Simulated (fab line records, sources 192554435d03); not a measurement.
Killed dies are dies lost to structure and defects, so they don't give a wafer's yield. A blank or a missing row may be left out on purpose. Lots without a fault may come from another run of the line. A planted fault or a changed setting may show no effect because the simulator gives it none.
Chamber matching | flow n5_finfet | N5_FIN_SAQP_HM_OPEN_33 on rie_diel-05: 4 sister chambers
The step chemistry CH3F/O2, target SiNx, target depth 49.4 nm, time 70.6 s. 8 wafers are shown with their chamber, then 9 later ones without.

WAFERS WITH THEIR CHAMBER
wafer  | chamber | drypump_motor_current_A (A) | showerhead_plenum_p_Torr (Torr)
L083.5 | 1       | 5.9                         | 1.95
L085.1 | 2       | 5.8                         | 1.95
L087.1 | 3       | 6.3                         | 2.06
L087.2 | 0       | 5.7                         | 2.04
L087.3 | 1       | 5.9                         | 1.94
L089.4 | 2       | 5.8                         | 1.95
L089.5 | 0       | 5.8                         | 2.04
L089.6 | 3       | 6.3                         | 2.06

WAFERS WITHOUT THEIR CHAMBER
wafer  | drypump_motor_current_A (A) | showerhead_plenum_p_Torr (Torr)
L092.1 | 5.8                         | 1.94
L092.4 | 6.3                         | 2.06
L092.5 | 5.7                         | 2.03
L093.1 | 5.8                         | 1.94
L093.4 | 5.9                         | 1.94
L093.6 | 5.8                         | 1.94
L096.3 | 6.3                         | 2.05
L096.4 | 5.9                         | 1.94
L096.6 | 5.7                         | 2.03

WHICH CHAMBER EACH WENT THROUGH
wafer  | from the rows above     | in truth
L092.1 | can't be placed: 2 or 1 | 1
L092.4 | 3                       | 3
L092.5 | 0                       | 0
L093.1 | can't be placed: 2 or 1 | 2
L093.4 | 1                       | 1
L093.6 | can't be placed: 2 or 1 | 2
L096.3 | 3                       | 3
L096.4 | 1                       | 1
L096.6 | 0                       | 0
Placed correctly: 6 of 9. Can't be placed from these rows: 3 (the true chamber is among the candidates in 3). Placed wrongly: 0.
How it was worked out, from the rows above alone: a wafer's distance from a chamber is the root of the sum, over the readings, of the square of ((its reading less the chamber's mean) divided by the reading's scatter). The wafer belongs to the nearest chamber; if the next one is less than 2 further off, it can't be placed. A chamber's mean is the mean of its shown wafers. The scatter: the root of (the sum of the squares of (reading less its chamber's mean) over the shown wafers, divided by (wafers less chambers)).
